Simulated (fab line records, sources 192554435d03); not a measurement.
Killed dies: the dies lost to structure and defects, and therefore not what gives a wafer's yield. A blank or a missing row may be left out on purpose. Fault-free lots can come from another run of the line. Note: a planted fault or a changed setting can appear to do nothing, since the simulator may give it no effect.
Chamber matching    flow n5-finfet    pecvd-01 running N5_FIN_SAQP_PECVD_47: 3 sister chambers
The step deposits a-Si from SiH4/He, target thk 45 nm, time 36.3 s. 6 wafers are shown with their chamber, then 7 later ones without.

## WAFERS, EACH WITH ITS CHAMBER
wafer   chamber  throttle-valve-pct (%)  heater-power-w (W)
L083.5  2        17.2                    908
L084.1  0        17.9                    1035
L084.3  2        17.2                    915
L084.6  0        18.2                    1023
L087.3  1        18.3                    812
L087.5  1        18.3                    679

## WAFERS WHOSE CHAMBER IS MISSING
wafer   throttle-valve-pct (%)  heater-power-w (W)
L087.6  17.4                    935
L088.1  17.4                    884
L088.2  18.4                    973
L088.5  18.1                    977
L096.1  17.5                    817
L096.3  18.8                    748
L096.5  17.2                    822

## WHICH CHAMBER EACH ONE RAN IN
wafer   from the rows above      in truth
L087.6  2                        2
L088.1  2                        2
L088.2  can't be placed: 0 or 1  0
L088.5  0                        0
L096.1  2                        2
L096.3  1                        1
L096.5  2                        2
6 of 7 placed correctly. Unplaceable from these rows: 1, with the true chamber sitting among the candidates in 1. 0 placed wrongly.
How it was worked out, from the rows above alone: a wafer's distance from a chamber is the root of the sum, over the readings, of the square of ((its reading less the chamber's mean) divided by the reading's scatter). If the next closest chamber is less than 2 further off than the closest, the wafer can't be placed; otherwise it belongs to the closest. Each chamber's mean is taken over the wafers shown for it. The scatter: take each reading less its chamber's mean, square it, sum over the shown wafers, divide by the number of wafers less the number of chambers, and take the root.
